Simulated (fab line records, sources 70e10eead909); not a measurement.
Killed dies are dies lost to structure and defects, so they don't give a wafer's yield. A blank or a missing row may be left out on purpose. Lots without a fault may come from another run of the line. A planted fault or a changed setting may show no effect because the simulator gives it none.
Chamber matching | flow nand_harc | NHARC_A_CHANNEL_FILL_D1_ALD_16 on ald_hk-02: 4 sister chambers
The step deposits SiO2, target thk 1.5 nm, pulse time 10 s, ald cycles 15. 20 wafers are shown with their chamber, then 10 later ones without.

WAFERS WITH THEIR CHAMBER
wafer  | chamber | heater_power_w (W) | precursor_pulse_height_rel
L916.2 | 3       | 420                | 0.978
L916.3 | 0       | 425                | 0.987
L916.5 | 3       | 418                | 1.002
L917.2 | 0       | 418                | 0.984
L917.3 | 3       | 414                | 1.006
L917.5 | 2       | 509                | 1.027
L919.2 | 1       | 519                | 1.002
L919.4 | 3       | 425                | 0.988
L919.6 | 1       | 516                | 0.987
L920.3 | 2       | 521                | 0.990
L920.4 | 0       | 417                | 0.975
L920.5 | 2       | 518                | 1.018
L921.2 | 3       | 415                | 1.010
L921.5 | 0       | 425                | 1.037
L921.6 | 3       | 431                | 0.975
L922.3 | 2       | 521                | 1.009
L922.4 | 0       | 430                | 0.979
L922.6 | 3       | 420                | 1.020
L924.2 | 2       | 515                | 1.005
L924.4 | 3       | 421                | 0.984

SIGNATURES (means of the wafers above)
reading                    | chamber 0 | chamber 1 | chamber 2 | chamber 3 | scatter within a chamber
heater_power_w             | 423.00    | 517.50    | 516.80    | 420.50    | 5.2
precursor_pulse_height_rel | 0.99240   | 0.99450   | 1.00980   | 0.99538   | 0.0183
Rule: a wafer's distance from a chamber is the root of the sum, over the readings, of the square of ((its reading less the chamber's mean) divided by the reading's scatter). The wafer belongs to the nearest chamber; if the next one is less than 2 further off, it can't be placed. The scatter: the root of (the sum of the squares of (reading less its chamber's mean) over the shown wafers, divided by (wafers less chambers)).

WAFERS WITHOUT THEIR CHAMBER
wafer  | heater_power_w (W) | precursor_pulse_height_rel
L924.5 | 524                | 0.974
L936.1 | 404                | 1.019
L936.3 | 512                | 1.039
L936.6 | 502                | 0.990
L937.1 | 516                | 1.004
L937.4 | 410                | 1.003
L937.5 | 493                | 1.015
L939.1 | 510                | 1.011
L939.3 | 415                | 0.990
L939.5 | 526                | 0.992

WHICH CHAMBER EACH WENT THROUGH
wafer  | from the rows above     | in truth
L924.5 | can't be placed: 1 or 2 | 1
L936.1 | can't be placed: 3 or 0 | 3
L936.3 | can't be placed: 2 or 1 | 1
L936.6 | can't be placed: 1 or 2 | 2
L937.1 | can't be placed: 2 or 1 | 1
L937.4 | can't be placed: 3 or 0 | 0
L937.5 | can't be placed: 2 or 1 | 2
L939.1 | can't be placed: 2 or 1 | 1
L939.3 | can't be placed: 3 or 0 | 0
L939.5 | can't be placed: 1 or 2 | 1
Placed correctly: 0 of 10. Can't be placed from these rows: 10 (the true chamber is among the candidates in 10). Placed wrongly: 0.
